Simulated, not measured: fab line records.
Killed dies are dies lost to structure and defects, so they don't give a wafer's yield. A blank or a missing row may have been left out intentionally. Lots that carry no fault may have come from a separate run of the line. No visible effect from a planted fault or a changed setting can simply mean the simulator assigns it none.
Struck lot and sound lot, side by side | flow nand harc | 17 out of 1302 route steps
Sound: these wafers, L667.4, L667.5, L667.6. Struck: wafers L670.3, L670.5, L670.6. The cause is given at the end.
Order at every step that has rows: each side's tool, ch and its chambers, its first start. Under that, the readings that differ: sound wafers | struck wafers | difference of the means | sigmas: that difference in standard deviations of wafers without a fault.
alike: words and numbers the same on both sides, and readings whose means are apart by under 2 such deviations; not compared: readings that were withheld, readings missing a value for some wafer, numbers with overlapping values and no deviation given by the record, and bounds like >300 which may hide the same value.
Wherever a step has rows on one side only, a row that says differs or no value, or a row with sigmas, the two part there. When numbers do not overlap yet have no deviation, they are printed without sigmas and do not part them. Lack of a reading on every wafer of one side parts them only where that side has two or more wafers.

NHARC_P_GATE_CD_MEAS_46: the cd target is 720 nm.
  sound on cd sem-02 ch 0, day 6 10:49; struck on cd sem-03 ch 0, day 7 17:01
  alike: cd nm
then, 1 step without rows for these wafers: NHARC_P_GATE_HARDBAKE_47 (time 80 s).
NHARC_P_GATE_DESCUM_48: chemistry O2, time 3 s.
  sound on rie diel-01 ch 1,2,3, day 6 10:59; struck on rie diel-10 ch 2,3, day 7 17:11
  alike: chamber pressure mTorr, drypump motor current A, oes product au, rf vpp V, showerhead plenum p Torr, throttle valve pct
  not compared: rf hours counter h
after that, 1 step had no rows for these wafers: NHARC_P_GATE_IMPLANT_49.
NHARC_P_GATE_STRIP_111: strips in N2/H2, time 250 s.
  sound on plasma asher-01 ch 0,1, day 6 11:32; struck on plasma asher-01 ch 0,1, day 7 17:38
  alike: drypump motor current A, heater power w
  not compared: rf hours counter h
NHARC_P_GATE_STRIP_75: strips in O2.
  sound on plasma asher-01 ch 0,1, day 6 11:45; struck on plasma asher-01 ch 0,1, day 7 17:52
  alike: drypump motor current A, heater power w
  not compared: rf hours counter h
then, 6 steps without rows for these wafers: NHARC_P_GATE_STRIP_50 (strips in SPM, time 900 s); NHARC_P_GATE_DEHYDRATE_51 (time 120 s); NHARC_P_GATE_HMDS_52 (time 30 s); NHARC_P_GATE_COAT_53; NHARC_P_GATE_SOFTBAKE_54 (time 95 s); NHARC_P_GATE_EBR_55.
NHARC_P_GATE_EXPOSE_56: exposes mask P PSD, target cd 720 nm.
  sound on krf scanner-02 ch 0, day 6 12:31; struck on krf scanner-01 ch 0, day 7 18:29
  reading | sound                   | struck                  | difference | sigmas
  mask    | P_PSD#0 P_PSD#0 P_PSD#0 | P_NSD#0 P_NSD#0 P_NSD#0 | differs    |
then, 2 steps without rows for these wafers: NHARC_P_GATE_PEB_57 (peb time 85 s); NHARC_P_GATE_DEVELOP_58 (time 70 s).
NHARC_P_GATE_CD_MEAS_59: the cd target is 720 nm.
  sound on cd sem-02 ch 0, day 6 12:40; struck on cd sem-02 ch 0, day 7 18:39
  reading    | sound             | struck | difference                    | sigmas
  cd nm (nm) | 723.9 724.1 723.2 | - - -  | no value on the struck wafers |
then, 1 step without rows for these wafers: NHARC_P_GATE_HARDBAKE_60 (time 80 s).

== WHERE THEY PART ==
First at NHARC_P_GATE_EXPOSE_56; last, within this record, at NHARC_P_GATE_CD_MEAS_59.

WHY: the cause the simulator had injected
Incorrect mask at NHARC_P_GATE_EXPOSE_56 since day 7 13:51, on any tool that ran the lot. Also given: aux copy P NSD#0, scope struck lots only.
